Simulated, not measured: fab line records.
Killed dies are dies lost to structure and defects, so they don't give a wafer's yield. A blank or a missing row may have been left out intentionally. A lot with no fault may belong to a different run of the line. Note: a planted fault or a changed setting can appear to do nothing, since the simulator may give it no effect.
fab line records ; flow nandHarc
record: lots: 14; wafers: 42; lastDay: 34
route steps=1302 shown P_M0@274
lots with no fault: from the same line, run without faults
startH: hours from the record's opening day to when the first of the lot's shown wafers began ; waitH: time in hours since the lot's previous step ; " identical to the entry in the row above ; L1.1+2: a row that stands for several wafers ; - value missing, or start not given ; * or withheld: withheld ; < > ~ a bound
route shown NAME@n: names a module that has steps shown in the file, with the first one's number in the route ; usual: mean and standard deviation over wafers with no fault ; same: alike in all rows ; chamber/n: place in a boat ; sites: the reading at each site ; _std_site: how widely they spread, as a standard deviation ; _edge_site: mean of outer sites minus mean of inner sites ; radiusMm: how far each site lies from the wafer's centre ; mask NAME#n: copy n ; behind: the tool/chamber that last shaped the wafer ; hold: why the lot was held/for how many hours/how that ended ; device: the transistor (n, p or np) that didn't switch ; end of line: the tests these same wafers got at the end of their route ; for a step that has no rows: nothing shown but its recipe ; killed: count of dies lost to structure and defects at first sort (not the wafer's yield) ; map: the dies of a wafer, with x for killed, . for not killed, _ for no die there
set.NAME: the run value of the setting; set.NAME@STEP: its run value at that earlier step ; model.NAME: the simulator's own value behind a step, which no gauge read
the route's steps for a sample of lots (tables are steps, rows are wafers)
services: the hour from which a tool's chamber was out of use, counted from the record's first day as startH (under 0 if before that day), plus the number of hours and why
== steps ==
step: NHARC_P_M0_PVD_20
recipe: targetThkA: 50; biasV: 168.6; powerW: 15000; chamberPressurePa: 0.12; timeS: 8.06; substrateTempC: 50; material: TaN
usual: throttleValvePct: 30.4/1.2
lot.wafer;tool;chamber;startH;waitH;throttleValvePct
L615.2;pvdSputter-01;-;-;-;28.5
L615.3;pvdSputter-01;-;-;-;28.9
L615.6;pvdSputter-01;-;-;-;28.8
L616.2;pvdSputter-03;-;-;-;31.2
L616.6;pvdSputter-03;-;-;-;31.1
L616.5;pvdSputter-03;-;-;-;30.0
L620.1;pvdSputter-01;-;-;-;29.1
L620.5;pvdSputter-01;-;-;-;31.2
L620.6;pvdSputter-01;-;-;-;28.8
L622.3;pvdSputter-01;-;-;-;31.2
L622.2;pvdSputter-01;-;-;-;28.8
L622.5;pvdSputter-01;-;-;-;28.7
L627.2;pvdSputter-02;-;-;-;30.3
L627.1;pvdSputter-02;-;-;-;31.3
L627.6;pvdSputter-02;-;-;-;31.2
L628.2;pvdSputter-01;-;-;-;30.5
L628.5;pvdSputter-01;-;-;-;30.4
L628.6;pvdSputter-01;-;-;-;28.6
L630.3;pvdSputter-03;-;-;-;31.2
L630.1;pvdSputter-03;-;-;-;29.9
L630.5;pvdSputter-03;-;-;-;31.1
L629.3;pvdSputter-01;-;-;-;30.2
L629.2;pvdSputter-01;-;-;-;28.5
L629.1;pvdSputter-01;-;-;-;30.2
L631.3;pvdSputter-02;-;-;-;31.1
L631.4;pvdSputter-02;-;-;-;30.8
L631.6;pvdSputter-02;-;-;-;31.0
L632.2;pvdSputter-02;-;-;-;31.2
L632.5;pvdSputter-02;-;-;-;31.4
L632.6;pvdSputter-02;-;-;-;31.0
L633.1;pvdSputter-02;-;-;-;30.8
L633.5;pvdSputter-02;-;-;-;31.1
L633.6;pvdSputter-02;-;-;-;31.0
L634.3;pvdSputter-03;-;-;-;31.3
L634.1;pvdSputter-03;-;-;-;31.6
L634.6;pvdSputter-03;-;-;-;31.0
L635.1;pvdSputter-01;-;-;-;29.0
L635.4;pvdSputter-01;-;-;-;30.3
L635.3;pvdSputter-01;-;-;-;28.6
L638.1;pvdSputter-01;-;-;-;30.1
L638.5;pvdSputter-01;-;-;-;29.2
L638.6;pvdSputter-01;-;-;-;30.2
step: NHARC_P_M0_ECD_22
recipe: targetThkA: 4000; bathTempC: 25; material: Cu
usual: bathHeatDutyPct: 6.3/0.82
lot.wafer;tool;chamber;startH;waitH;bathHeatDutyPct
L615.2;ecdCu-02;0;126.90;-;7.0
L615.3;ecdCu-02;1;126.90;-;7.7
L615.6;ecdCu-02;1;126.90;-;7.2
L616.2;ecdCu-02;1;130.10;-;6.8
L616.6;ecdCu-02;1;130.10;-;7.3
L616.5;ecdCu-02;0;130.10;-;6.3
L620.1;ecdCu-01;1;175.21;-;6.1
L620.5;ecdCu-01;0;175.21;-;5.1
L620.6;ecdCu-01;1;175.21;-;6.1
L622.2;ecdCu-01;1;189.10;-;6.7
L622.3;ecdCu-01;0;189.10;-;5.5
L622.5;ecdCu-01;1;189.10;-;6.2
L627.2;ecdCu-02;0;241.30;-;5.5
L627.1;ecdCu-02;1;241.30;-;7.0
L627.6;ecdCu-02;1;241.30;-;7.2
L628.2;ecdCu-02;1;268.63;-;6.9
L628.6;ecdCu-02;1;268.63;-;6.9
L628.5;ecdCu-02;0;268.63;-;6.3
L630.1;ecdCu-02;0;269.35;-;6.0
L630.3;ecdCu-02;1;269.35;-;6.5
L630.5;ecdCu-02;0;269.35;-;6.6
L629.2;ecdCu-02;1;270.17;-;8.1
L629.1;ecdCu-02;0;270.17;-;6.2
L629.3;ecdCu-02;0;270.17;-;6.4
L631.4;ecdCu-01;1;279.59;-;6.7
L631.3;ecdCu-01;0;279.59;-;5.0
L631.6;ecdCu-01;0;279.59;-;4.7
L632.2;ecdCu-01;1;291.33;-;7.5
L632.5;ecdCu-01;1;291.33;-;5.7
L632.6;ecdCu-01;0;291.33;-;5.4
L633.1;ecdCu-01;1;303.38;-;6.6
L633.5;ecdCu-01;0;303.38;-;5.0
L633.6;ecdCu-01;1;303.38;-;7.4
L634.1;ecdCu-02;1;311.69;-;7.8
L634.3;ecdCu-02;1;311.69;-;7.0
L634.6;ecdCu-02;0;311.69;-;6.3
L635.1;ecdCu-02;0;338.58;-;5.7
L635.3;ecdCu-02;1;338.58;-;7.2
L635.4;ecdCu-02;0;338.58;-;6.3
L638.1;ecdCu-01;1;363.97;-;6.6
L638.6;ecdCu-01;1;363.97;-;5.8
L638.5;ecdCu-01;0;363.97;-;4.9
step: NHARC_P_M0_CMP_23
recipe: tOverpolishS: 20; targetThkNm: 117.54
usual: motorCurrentA: 11.9/1.6; retainingRingPressureFrac: 1.000/0.0049; timeToEndpointS: 28.9/2.6
lot.wafer;tool;chamber;startH;waitH;motorCurrentA;retainingRingPressureFrac;timeToEndpointS
L615.2;cmp-03;1;127.66;-;11.3;0.999;33.0
L615.3;cmp-03;3;127.66;-;14.2;1.004;31.8
L615.6;cmp-03;1;127.66;-;11.8;0.995;29.6
L616.2;cmp-03;0;131.46;-;10.7;0.993;31.4
L616.5;cmp-03;1;131.46;-;11.7;0.997;29.2
L616.6;cmp-03;2;131.46;-;14.3;1.002;28.2
L620.1;cmp-04;2;175.94;-;10.2;1.007;31.4
L620.6;cmp-04;0;175.94;-;12.8;1.007;30.7
L620.5;cmp-04;1;175.94;-;9.9;1.004;4.1
L622.3;cmp-04;0;189.78;-;13.6;0.999;8.7
L622.2;cmp-04;1;189.78;-;10.2;1.010;24.1
L622.5;cmp-04;1;189.78;-;10.5;1.010;6.0
L627.1;cmp-02;0;242.05;-;10.9;1.001;33.3
L627.2;cmp-02;2;242.05;-;11.5;1.000;32.1
L627.6;cmp-02;0;242.05;-;10.8;1.006;32.6
L628.2;cmp-02;0;269.44;-;10.8;1.005;29.3
L628.6;cmp-02;1;269.44;-;10.8;1.000;29.7
L628.5;cmp-02;2;269.44;-;11.7;1.001;31.7
L630.3;cmp-04;2;270.02;-;9.8;1.005;32.1
L630.1;cmp-04;1;270.02;-;10.2;1.001;25.5
L630.5;cmp-04;3;270.02;-;15.4;0.993;27.0
L629.3;cmp-04;1;270.92;-;9.7;1.000;23.3
L629.2;cmp-04;2;270.92;-;10.4;1.008;28.7
L629.1;cmp-04;3;270.92;-;15.3;0.993;23.6
L631.3;cmp-03;0;280.24;-;11.4;1.000;27.4
L631.4;cmp-03;1;280.24;-;11.3;0.994;25.3
L631.6;cmp-03;3;280.24;-;13.8;0.995;26.9
L632.2;cmp-03;3;292.14;-;13.9;1.002;30.2
L632.6;cmp-03;0;292.14;-;10.4;1.006;31.0
L632.5;cmp-03;1;292.14;-;11.2;0.999;31.1
L633.1;cmp-02;3;304.13;-;13.4;0.998;25.6
L633.5;cmp-02;0;304.13;-;11.7;1.000;28.3
L633.6;cmp-02;1;304.13;-;10.2;0.991;29.6
L634.1;cmp-02;1;312.39;-;10.5;0.999;27.0
L634.3;cmp-02;2;312.39;-;11.6;1.000;28.9
L634.6;cmp-02;0;312.39;-;10.9;0.994;25.9
L635.4;cmp-04;0;339.28;-;12.6;0.998;28.8
L635.3;cmp-04;1;339.28;-;9.8;0.995;26.8
L635.1;cmp-04;2;339.28;-;9.9;0.996;34.1
L638.1;cmp-03;2;364.78;-;13.3;1.008;28.7
L638.5;cmp-03;0;364.78;-;11.2;0.994;32.1
L638.6;cmp-03;1;364.78;-;11.3;0.995;29.9
step: NHARC_P_M0_INSPECT_27
usual: rawDefectCount: 314/120
lot.wafer;tool;chamber;startH;waitH;rawDefectCount
L615.2;defectInspect-02;-;128.10;0.0;471
L615.3;defectInspect-02;-;128.10;0.0;257
L615.6;defectInspect-02;-;128.10;0.0;147
L616.2;defectInspect-02;-;131.85;0.0;270
L616.5;defectInspect-02;-;131.85;0.0;370
L616.6;defectInspect-02;-;131.85;0.0;260
L620.1;defectInspect-02;-;176.35;0.0;433
L620.5;defectInspect-02;-;176.35;0.0;238
L620.6;defectInspect-02;-;176.35;0.0;252
L622.2;defectInspect-01;-;190.25;0.0;275
L622.3;defectInspect-01;-;190.25;0.0;184
L622.5;defectInspect-01;-;190.25;0.0;384
L627.1;defectInspect-01;-;242.53;0.0;236
L627.2;defectInspect-01;-;242.53;0.0;273
L627.6;defectInspect-01;-;242.53;0.0;347
L628.2;defectInspect-02;-;269.83;0.0;364
L628.5;defectInspect-02;-;269.83;0.0;466
L628.6;defectInspect-02;-;269.83;0.0;267
L630.1;defectInspect-01;-;270.49;0.0;381
L630.3;defectInspect-01;-;270.49;0.0;361
L630.5;defectInspect-01;-;270.49;0.0;828
L629.1;defectInspect-02;-;271.37;0.0;236
L629.2;defectInspect-02;-;271.37;0.0;490
L629.3;defectInspect-02;-;271.37;0.0;471
L631.3;defectInspect-02;-;280.68;0.0;455
L631.4;defectInspect-02;-;280.68;0.0;214
L631.6;defectInspect-02;-;280.68;0.0;529
L632.2;defectInspect-02;-;292.53;0.0;228
L632.5;defectInspect-02;-;292.53;0.0;160
L632.6;defectInspect-02;-;292.53;0.0;395
L633.1;defectInspect-01;-;304.52;0.0;407
L633.5;defectInspect-01;-;304.52;0.0;370
L633.6;defectInspect-01;-;304.52;0.0;479
L634.1;defectInspect-02;-;312.83;0.0;374
L634.3;defectInspect-02;-;312.83;0.0;343
L634.6;defectInspect-02;-;312.83;0.0;275
L635.1;defectInspect-01;-;339.73;0.0;169
L635.3;defectInspect-01;-;339.73;0.0;223
L635.4;defectInspect-01;-;339.73;0.0;296
L638.1;defectInspect-02;-;365.22;0.0;325
L638.5;defectInspect-02;-;365.22;0.0;315
L638.6;defectInspect-02;-;365.22;0.0;355
step: NHARC_P_M0_DEP_32
recipe: targetThkA: 300; tempC: 370; targetThkNm: 30; pressureTorr: 3; flowSccm: 200; rfW: 450; material: SiCN
usual: chamberPressureTorr: 3.001/0.0063; heaterPowerW: 597/79; susceptorTempC: 369.94/0.2
lot.wafer;tool;chamber;startH;waitH;chamberPressureTorr;heaterPowerW;susceptorTempC
L615.3;pecvd-02;0;128.25;0.1;2.997;565;369.87
L615.2;pecvd-02;2;128.25;0.1;3.019;563;369.98
L615.6;pecvd-02;0;128.25;0.1;2.997;576;370.02
L616.2;pecvd-04;0;132.00;0.1;2.998;598;370.09
L616.6;pecvd-04;0;132.00;0.1;3.007;621;370.00
L616.5;pecvd-04;2;132.00;0.1;3.005;542;369.91
L620.1;pecvd-02;2;176.54;0.1;3.009;597;369.90
L620.5;pecvd-02;1;176.54;0.1;2.993;588;369.69
L620.6;pecvd-02;0;176.54;0.1;2.997;471;370.00
L622.2;pecvd-04;0;190.40;0.1;3.011;696;369.63
L622.3;pecvd-04;1;190.40;0.1;3.013;590;370.24
L622.5;pecvd-04;1;190.40;0.1;2.996;599;370.11
L627.1;pecvd-02;2;242.72;0.1;3.001;499;369.50
L627.2;pecvd-02;0;242.72;0.1;2.996;482;370.13
L627.6;pecvd-02;0;242.72;0.1;2.994;497;369.74
L628.2;pecvd-01;0;270.02;0.1;3.007;790;369.78
L628.5;pecvd-01;0;270.02;0.1;3.003;769;370.11
L628.6;pecvd-01;1;270.02;0.1;3.000;528;369.37
L630.1;pecvd-01;0;270.64;0.1;3.001;762;369.78
L630.3;pecvd-01;2;270.64;0.1;3.013;543;369.88
L630.5;pecvd-01;0;270.64;0.1;2.993;766;369.85
L629.2;pecvd-01;1;271.51;0.1;3.004;557;370.21
L629.3;pecvd-01;2;271.51;0.1;2.998;580;369.79
L629.1;pecvd-01;0;271.51;0.1;2.996;778;369.90
L631.3;pecvd-01;1;280.83;0.1;2.998;524;370.11
L631.4;pecvd-01;1;280.83;0.1;3.000;513;370.07
L631.6;pecvd-01;0;280.83;0.1;2.998;704;370.08
L632.2;pecvd-01;1;292.72;0.1;3.003;570;369.71
L632.5;pecvd-01;0;292.72;0.1;2.990;648;369.68
L632.6;pecvd-01;2;292.72;0.1;3.005;533;369.58
L633.1;pecvd-02;2;304.71;0.1;2.997;584;370.07
L633.5;pecvd-02;1;304.71;0.1;3.006;626;369.72
L633.6;pecvd-02;2;304.71;0.1;3.003;577;369.89
L634.1;pecvd-04;1;313.02;0.1;2.998;568;370.05
L634.3;pecvd-04;2;313.02;0.1;2.998;537;370.24
L634.6;pecvd-04;0;313.02;0.1;3.001;735;370.02
L635.1;pecvd-01;2;339.87;0.1;3.000;556;369.68
L635.3;pecvd-01;1;339.87;0.1;3.008;532;369.45
L635.4;pecvd-01;1;339.87;0.1;2.998;542;369.72
L638.1;pecvd-04;0;365.40;0.1;3.006;660;369.99
L638.6;pecvd-04;0;365.40;0.1;3.004;660;370.09
L638.5;pecvd-04;1;365.40;0.1;3.001;627;370.02
== services ==
tool;chamber;startH;hours;kind
cmp-03;-;112.44;1.4;repair
cmp-04;-;114.94;4.0;pm
pecvd-01;-;130.00;13.0;pm
pvdSputter-01;-;158.23;3.5;repair
ecdCu-01;-;160.00;8.0;pm
cmp-03;-;162.00;4.0;pm
cmp-03;-;205.01;1.2;repair
cmp-03;-;207.83;3.0;repair
cmp-04;-;212.94;4.0;pm
cmp-03;-;224.67;1.2;repair
pvdSputter-01;-;226.00;10.0;pm
cmp-04;-;230.67;4.0;repair
cmp-04;-;236.15;1.7;repair
ecdCu-02;-;244.21;8.0;pm
cmp-04;-;248.57;2.8;repair
ecdCu-02;-;258.79;1.7;repair
cmp-03;-;260.00;4.0;pm
pvdSputter-01;-;277.62;1.1;repair
ecdCu-02;-;292.50;0.5;repair
ecdCu-02;-;295.37;0.6;repair
cmp-04;-;310.94;4.0;pm
pecvd-01;-;311.00;13.0;pm
ecdCu-01;-;336.05;8.0;pm
pecvd-01;-;341.16;1.4;repair
== key ==
firstSign: step: NHARC_P_M0_CMP_23; reading: timeToEndpointS; direction: down; sigmas: 8.8; usual: *; struck: *
effect none on later readings
metAt NHARC_P_M0_ECD_22
struckLots L620,L622
struckWafers L620.5,L622.3,L622.5
laterRowsLeftOut L620.5,L622.3,L622.5
sortLeftOut L620.5,L622.3,L622.5
notActingAt NHARC_P_M0_PVD_20,NHARC_P_M0_INSPECT_27,NHARC_P_M0_DEP_32
fault: kind: processParameterDrift; tool: ecdCu-01; chamber: -; onsetH: 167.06; steps: NHARC_P_M0_ECD_22; channel: targetThkA; offset: *; shape: step; endH: 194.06; scope: struckWafersOnly; actsIn: *; stated: *
sortLeftOut: the simulated sort isn't trusted on such a fault, so these wafers' sort isn't shown, and their yield isn't known
laterRowsLeftOut: the simulator's readings of these wafers behind a module that went badly wrong aren't trusted and aren't shown, but for the sort
